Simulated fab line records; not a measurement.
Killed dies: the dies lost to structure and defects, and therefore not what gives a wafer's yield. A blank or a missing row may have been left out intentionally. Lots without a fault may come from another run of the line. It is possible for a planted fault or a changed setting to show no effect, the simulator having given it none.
fab line records -- flow n5Finfet
record: lots: 5, wafers: 15, lastDay: 18
route steps=1938 shown BEOL_M13@1672
lots that met no fault: taken from a fault-free run of the same line
startH: start of the lot's first displayed wafer, in hours after the record's first day -- waitH: hours elapsed since this lot's preceding step -- " as in the row above -- L1.1+2: one row covering several wafers at once -- - no value present, or no start provided -- * or withheld: withheld -- < > ~ a bound
route shown NAME@n: NAME is a module with steps in the file, n the number in the route of the first one -- usual: the fault-free wafers' mean and standard deviation -- same: alike in all rows -- chamber/n: place in a boat -- sites: readings site by site -- _std_site: their standard deviation -- _edge_site: mean of outer sites minus mean of inner sites -- radiusMm: how far each site lies from the wafer's centre -- mask NAME#n: copy n -- behind: the most recent tool/chamber to have shaped the wafer -- hold: why the lot was held/for how many hours/how that ended -- device: whichever transistor did not switch (one of n, p or np) -- end of line: at the end of the route, the tests of the same wafers -- a step without rows: its recipe alone -- killed: not the wafer's yield, but the dies lost to structure and defects at the first sort -- map: a wafer's dies, marking killed ones x, the rest . and places with no die _
set.NAME: the run value of the setting; set.NAME@STEP: its run value at that earlier step -- model.NAME: the simulator's own value behind a step, which no gauge read
certain route steps with their lots: each step a table, each wafer a row
services: from which hour (startH, from the record's first day; less than 0 if before it) a tool's chamber was out of use, for how many hours, and why
== steps ==
step: N5_BEOL_M13_DESCUM_15
recipe: chemistry: O2, timeS: 7.9, sourcePowerW: 50, biasPowerW: 20, pressureMtorr: 20, rfFrequencyHz: 2.712e+07, tempC: 40, o2FlowSccm: 225
step: N5_BEOL_M13_ETCH_59
recipe: chemistry: N2/H2, target: BARC, targetDepthA: 890, overetchA: 267, timeS: 67.9, ionEnergyEv: 200, pressureMtorr: 30, sourceW: 840, biasW: 150, n2FlowSccm: 200, h2FlowSccm: 200
step: N5_BEOL_M13_VIA_ETCH_16
recipe: chemistry: C4F8/O2/Ar, target: SiOC, pressureMtorr: 30, sourceW: 3000, biasW: 700, Ar_flow_sccm: 400, C4F8_flow_sccm: 15, O2_flow_sccm: 8, heInnerTorr: 15, heOuterTorr: 30, targetDepthA: 9217, timeS: withheld, ionEnergyEv: 250, ends: cleared
step: N5_BEOL_M13_STRIP_63
recipe: chemistry: N2/H2, powerW: 1000, tempC: 250, h2Frac: 0.65, overashFraction: 0.3, pressureMtorr: 1000, n2FlowSccm: 1750, h2FlowSccm: 3250
step: N5_BEOL_M13_STRIP_64
recipe: chemistry: N2/H2, powerW: 1000, tempC: 250, h2Frac: 0.65, overashFraction: 0.3, pressureMtorr: withheld, n2FlowSccm: 1750, h2FlowSccm: 3250
step: N5_BEOL_M13_STRIP_71
recipe: chemistry: postEtchResidueRemover, timeS: 60, tempC: 25, removerPh: withheld, removerWaterWtPct: withheld, removerFluorideWtPct: withheld
step: N5_BEOL_M13_SRD_72
recipe: timeS: 30, tempC: 23, rinseLiquid: diw, dry: n2Spin, spinRpm: 1500, dryTimeS: 30
step: N5_BEOL_M13_COAT_65
recipe: resist: SOC, tempC: 250, timeS: 60, spinRpm: 1500, resistThkNm: 350
step: N5_BEOL_M13_COAT_66
recipe: resist: SiARC, tempC: 220, timeS: 60, spinRpm: 1500, resistThkNm: 110
step: N5_BEOL_M13_COAT_22
recipe: spinRpm: 2888, resistThkNm: 300
usual: exhaustPa: 44.9/0.84, spinSpeedRpm: 2887.5/2.4
lot.wafer,tool,chamber,startH,waitH,exhaustPa,spinSpeedRpm,model.coat_of_BEOL_M13_COAT_22.thkNm
L291.1,lithoTrack-04,0,251.69,-,45.0,2887.1,301.2
L291.3,lithoTrack-04,0,251.69,-,43.3,2888.8,301.4
L291.5,lithoTrack-04,0,251.69,-,44.7,2885.9,301
L302.1,lithoTrack-04,0,332.53,-,44.7,2997.1,296.8
L302.4,lithoTrack-04,0,332.53,-,45.3,2996.2,295.4
L302.5,lithoTrack-04,0,332.53,-,46.2,2999.0,296
L303.3,lithoTrack-04,0,336.64,-,45.0,2997.9,295.6
L303.4,lithoTrack-04,0,336.64,-,44.1,2999.3,295.2
L303.6,lithoTrack-04,0,336.64,-,45.3,3000.0,294.4
L306.2,lithoTrack-04,0,338.38,-,44.5,2998.3,293.6
L306.3,lithoTrack-04,0,338.38,-,45.1,3000.2,294.6
L306.6,lithoTrack-04,0,338.38,-,46.2,2999.0,294
L312.1,lithoTrack-02,0,383.22,-,44.8,2892.4,300.4
L312.2,lithoTrack-02,0,383.22,-,43.6,2891.4,299.8
L312.6,lithoTrack-02,0,383.22,-,42.9,2890.9,300.8
step: N5_BEOL_M13_EBR_24
recipe: solvent: PGMEA, ebrWidthMm: 1.5
step: N5_BEOL_M13_SOFTBAKE_23
recipe: tempC: 130, timeS: 60
step: N5_BEOL_M13_EXPOSE_25
recipe: maskId: M13, na: 0.93, sourceShape: conventional, sigmaOuter: 0.4, polarization: unpolarized, targetCdNm: 210, doseMj: 22
step: N5_BEOL_M13_PEB_26
recipe: pebTempC: 130, pebTimeS: 90
step: N5_BEOL_M13_DEVELOP_27
recipe: developTimeS: 45, rinseLiquid: diw, dry: airSpin, devTempC: 21
step: N5_BEOL_M13_HARDBAKE_32
recipe: tempC: 130, timeS: 120
step: N5_BEOL_M13_DESCUM_33
recipe: chemistry: O2, timeS: 7.9, sourcePowerW: 50, biasPowerW: 20, pressureMtorr: 20, rfFrequencyHz: 2.712e+07, tempC: 40, o2FlowSccm: 225
step: N5_BEOL_M13_ETCH_67
recipe: chemistry: CF4, target: SiARC, targetDepthA: 1430, timeS: 238.3, ionEnergyEv: 80, pressureMtorr: 40, sourceW: 545, biasW: 36, Ar_flow_sccm: 100, cf4FlowSccm: 100, ends: cleared
usual: drypumpMotorCurrentA: 5.6/0.46, etchRfOnTimeS: 238/5.6, oesProductAu: 0.69/0.068, rfVppV: 184.1/1.3, showerheadPlenumPTorr: 2.15/0.081, throttleValvePct: 15.54/0.27
lot.wafer,tool,chamber,startH,waitH,drypumpMotorCurrentA,etchRfOnTimeS,oesProductAu,rfHoursCounterH,rfVppV,showerheadPlenumPTorr,throttleValvePct,model.coat_of_BEOL_M13_COAT_22.thkNm
L291.1,rieDiel-03,0,252.10,0.0,5.8,245,0.60,197,185.0,2.21,16.04,212.6
L291.3,rieDiel-03,3,252.10,0.0,5.9,235,0.74,46,184.7,2.19,15.51,212.6
L291.5,rieDiel-03,1,252.10,0.0,4.9,230,0.78,-,185.9,2.19,15.45,212.4
L302.1,rieDiel-04,3,332.94,0.0,5.4,242,0.68,81,183.8,2.26,15.23,208
L302.4,rieDiel-04,1,332.94,0.0,5.0,235,0.75,26,183.9,2.09,15.32,206.6
L302.5,rieDiel-04,1,332.94,0.0,5.0,235,0.75,-,182.2,2.09,15.32,207.2
L303.3,rieDiel-03,1,337.05,0.0,4.9,231,0.75,54,185.0,2.18,15.50,206.8
L303.4,rieDiel-03,3,337.05,0.0,5.8,233,0.72,75,183.7,2.18,15.55,206.2
L303.6,rieDiel-03,1,337.05,0.0,4.9,230,0.74,-,184.2,2.18,15.51,205.6
L306.2,rieDiel-03,1,339.04,0.0,4.9,236,0.73,55,185.9,2.18,15.50,204.8
L306.3,rieDiel-03,2,339.04,0.0,5.9,250,0.79,9,186.0,2.28,15.24,206
L306.6,rieDiel-03,2,339.04,0.0,5.9,252,0.79,-,185.5,2.28,15.23,205.4
L312.1,rieDiel-05,0,384.13,0.0,6.1,237,0.72,89,183.3,2.08,15.25,211.8
L312.2,rieDiel-05,3,384.13,0.0,5.4,233,0.66,131,183.5,2.14,15.71,211.2
L312.6,rieDiel-05,3,384.13,0.0,5.4,233,0.66,-,184.5,2.14,15.72,212.2
step: N5_BEOL_M13_ETCH_68
recipe: chemistry: N2/H2, target: SOC, maskMaterial: SiARC, sourceW: 3000, biasW: 350, tempC: 40, timeS: 355, ionEnergyEv: 200, pressureMtorr: 30, n2FlowSccm: 200, h2FlowSccm: 200
== services ==
tool,chamber,startH,hours,kind
rieDiel-04,1,231.91,-,clean
rieDiel-04,1,231.91,-,consumableReplace:focusRing
rieDiel-04,1,231.91,14.9,scheduledDown
rieDiel-04,1,231.91,14.9,ventCycle
rieDiel-05,-,243.98,0.4,repair
rieDiel-05,1,248.26,8.4,repair
rieDiel-05,-,265.91,4.3,pm
rieDiel-05,-,283.06,1.3,repair
rieDiel-03,2,284.87,-,clean
rieDiel-03,2,284.87,-,consumableReplace:focusRing
rieDiel-03,2,284.87,-,consumableReplace:showerhead
rieDiel-03,2,284.87,22.5,scheduledDown
rieDiel-03,2,284.87,22.5,ventCycle
rieDiel-04,2,310.40,11.5,repair
rieDiel-05,0,359.28,1.5,repair
rieDiel-05,3,373.86,6.3,repair
lithoTrack-04,-,373.95,-,consumableReplace:filter
rieDiel-04,2,377.70,15.9,repair
rieDiel-03,3,383.78,2.1,repair
== key ==
firstSign: step: N5_BEOL_M13_COAT_22, reading: spinSpeedRpm, direction: up, sigmas: 46, usual: *, struck: *
effect none on later readings
modelEffect: step: N5_BEOL_M13_COAT_22, value: coat_of_BEOL_M13_COAT_22.thkNm, without: 300.7, struck: 295.1
modelEffect: step: N5_BEOL_M13_ETCH_67, value: coat_of_BEOL_M13_COAT_22.thkNm, without: 211.9, struck: 206.3
metAt N5_BEOL_M13_COAT_22
struckWafers L302.1,L302.4,L302.5,L303.3,L303.4,L303.6,L306.2,L306.3,L306.6
onsetBetween 251.69 332.53
earlierFault: kind: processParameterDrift, tool: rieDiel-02, chamber: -, onsetH: 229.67, steps: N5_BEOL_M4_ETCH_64, channel: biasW, offset: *, shape: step, actsIn: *, stated: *
fault: kind: processParameterDrift, tool: lithoTrack-04, chamber: -, onsetH: 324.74, steps: N5_BEOL_M13_COAT_22, channel: spinRpm, offset: *, shape: step, actsIn: *, stated: *
